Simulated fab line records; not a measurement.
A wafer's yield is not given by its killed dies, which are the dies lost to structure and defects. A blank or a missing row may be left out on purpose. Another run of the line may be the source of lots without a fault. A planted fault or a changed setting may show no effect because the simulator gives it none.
Split-lot trial + flow n5 finfet + route with 1938 steps; 7 lots, 21 wafers read

## ABOUT THE SPLIT
At N5_BEOL_M4_COAT_62 (time 60 s, resist thk 12 nm), the setting spin rpm was moved away from the recipe's 1500 rpm on 6 of the 21 wafers read, by -10.8% to +8.5%. All remaining wafers had this setting at the recipe value.

## FROM THE SPLIT TO THE READING: what the file shows between them, 5 steps
- N5_BEOL_M4_COAT_73: time 60 s, resist thk 5 nm
- N5_BEOL_M4_COAT_05: resist thk 30 nm
- N5_BEOL_M4_DESCUM_16: chemistry O2, time 7 s
- N5_BEOL_M4_ETCH_74: etches underlayer in N2/H2, target depth 6.5 nm, time 5.2 s
- N5_BEOL_M4_ETCH_63: etches SiARC in CF4, target depth 15.6 nm, time 26 s

## THE READING
SiARC_of_BEOL_M4_COAT_62.thk nm (the simulator's own value, which no gauge read), in nm, at N5_BEOL_M4_ETCH_64 (etches SOC in N2/H2, target depth 75 nm, overetch 22.5 nm, time 121.9 s). The file gives no usual value for it. The 15 wafers here that ran the recipe average 6.3 nm, standard deviation 0.11 nm.

| wafer  | tool, chamber at the split | spin rpm as run, rpm | against the recipe | SiARC_of_BEOL_M4_COAT_62.thk nm, nm | against lot-mates on the recipe |
|--------|----------------------------|----------------------|--------------------|-------------------------------------|---------------------------------|
| L077.1 | litho track-04, 0          | 1387                 | -7.5%              | 6.8                                 | +0.6                            |
| L077.4 | litho track-04, 0          | 1500                 | recipe             | 6.2                                 | -                               |
| L077.6 | litho track-04, 0          | 1500                 | recipe             | 6.2                                 | -                               |
| L079.3 | litho track-03, 0          | 1500                 | recipe             | 6.2                                 | -                               |
| L079.5 | litho track-03, 0          | 1500                 | recipe             | 6                                   | -                               |
| L079.6 | litho track-03, 0          | 1500                 | recipe             | 6.4                                 | -                               |
| L080.2 | litho track-05, 0          | 1395                 | -7.0%              | 6.8                                 | +0.6                            |
| L080.3 | litho track-05, 0          | 1395                 | -7.0%              | 6.4                                 | +0.2                            |
| L080.4 | litho track-05, 0          | 1500                 | recipe             | 6.2                                 | -                               |
| L083.3 | litho track-05, 0          | 1500                 | recipe             | 6.2                                 | -                               |
| L083.4 | litho track-05, 0          | 1500                 | recipe             | 6.4                                 | -                               |
| L083.5 | litho track-05, 0          | 1500                 | recipe             | 6.4                                 | -                               |
| L085.1 | litho track-04, 0          | 1500                 | recipe             | 6.4                                 | -                               |
| L085.6 | litho track-04, 0          | 1500                 | recipe             | 6.4                                 | -                               |
| L085.5 | litho track-04, 0          | 1628                 | +8.5%              | 5.6                                 | -0.8                            |
| L088.1 | litho track-04, 0          | 1500                 | recipe             | 6.2                                 | -                               |
| L088.5 | litho track-04, 0          | 1500                 | recipe             | 6.2                                 | -                               |
| L088.6 | litho track-04, 0          | 1604                 | +6.9%              | 5.8                                 | -0.4                            |
| L090.1 | litho track-03, 0          | 1500                 | recipe             | 6.2                                 | -                               |
| L090.3 | litho track-03, 0          | 1500                 | recipe             | 6.2                                 | -                               |
| L090.4 | litho track-03, 0          | 1338                 | -10.8%             | 7                                   | +0.8                            |

FIT RESULTS
A straight line over all 21 wafers: SiARC_of_BEOL_M4_COAT_62.thk nm changes by -0.0661 nm for each +1% of spin rpm; r = -0.92; the points scatter about the line by 0.13 nm.
The same after taking each lot's own level away (the mean of its wafers on the recipe; 21 wafers): -0.0728 nm for each +1%; r = -0.94; scatter 0.12 nm.
That fit puts the effect of the largest move of spin rpm on the reading at 0.79 nm.
The span of the lots' own levels, 6.20 to 6.40 nm, comes to 1.7 times the standard deviation stated above.
The two slopes agree, so the slope changes little with the lot-to-lot level.
Check: +0.764 nm against its lot-mates is what the line predicts for one of the wafers moved furthest among these (-10.8%) when that wafer is left out of the fit. It came out at +0.8 nm against them.

## OTHER SPLITS ON THESE WAFERS
Other splits were also applied to these wafers ahead of the reading. Each is held against what the fit with the lots' levels taken away leaves over:
| other split on the same wafers | wafers away from the commonest value | r with SiARC_of_BEOL_M4_COAT_62.thk nm (lot level and that fit taken away) |
|--------------------------------|--------------------------------------|----------------------------------------------------------------------------|
| N5_BEOL_M3_ILD_DEP_00 time s   | 7                                    | -0.54                                                                      |
| N5_BEOL_M3_COAT_05 spin rpm    | 2                                    | -0.15                                                                      |

## THE WHOLE CHAIN: every reading that the file lists as answering this split, in the file's order
| step               | what it does                                                            | reading                                                                            | change (the file's fit)                | r (the file's) |
|--------------------|-------------------------------------------------------------------------|------------------------------------------------------------------------------------|----------------------------------------|----------------|
| N5_BEOL_M4_COAT_62 | time 60 s, resist thk 12 nm                                             | SiARC_of_BEOL_M4_COAT_62.thk nm (the simulator's own value, which no gauge read)   | -0.0582 nm for each +1% of the setting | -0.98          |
| N5_BEOL_M4_ETCH_63 | etches SiARC in CF4, target depth 15.6 nm, time 26 s                    | etch rf on time s                                                                  | withheld for each +1% of the setting   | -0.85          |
| N5_BEOL_M4_ETCH_63 | etches SiARC in CF4, target depth 15.6 nm, time 26 s                    | etch.depth nm (the simulator's own value, which no gauge read)                     | -0.061 nm for each +1% of the setting  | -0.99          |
| N5_BEOL_M4_ETCH_63 | etches SiARC in CF4, target depth 15.6 nm, time 26 s                    | CAR-EUV_of_BEOL_M4_COAT_05.thk nm (the simulator's own value, which no gauge read) | +0.0388 nm for each +1% of the setting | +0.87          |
| N5_BEOL_M4_ETCH_64 | etches SOC in N2/H2, target depth 75 nm, overetch 22.5 nm, time 121.9 s | SiARC_of_BEOL_M4_COAT_62.thk nm (the simulator's own value, which no gauge read)   | -0.0745 nm for each +1% of the setting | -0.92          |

## FILE'S OWN FIT
SiARC_of_BEOL_M4_COAT_62.thk nm changes by -0.0745 nm for each +1% of spin rpm, r = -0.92.
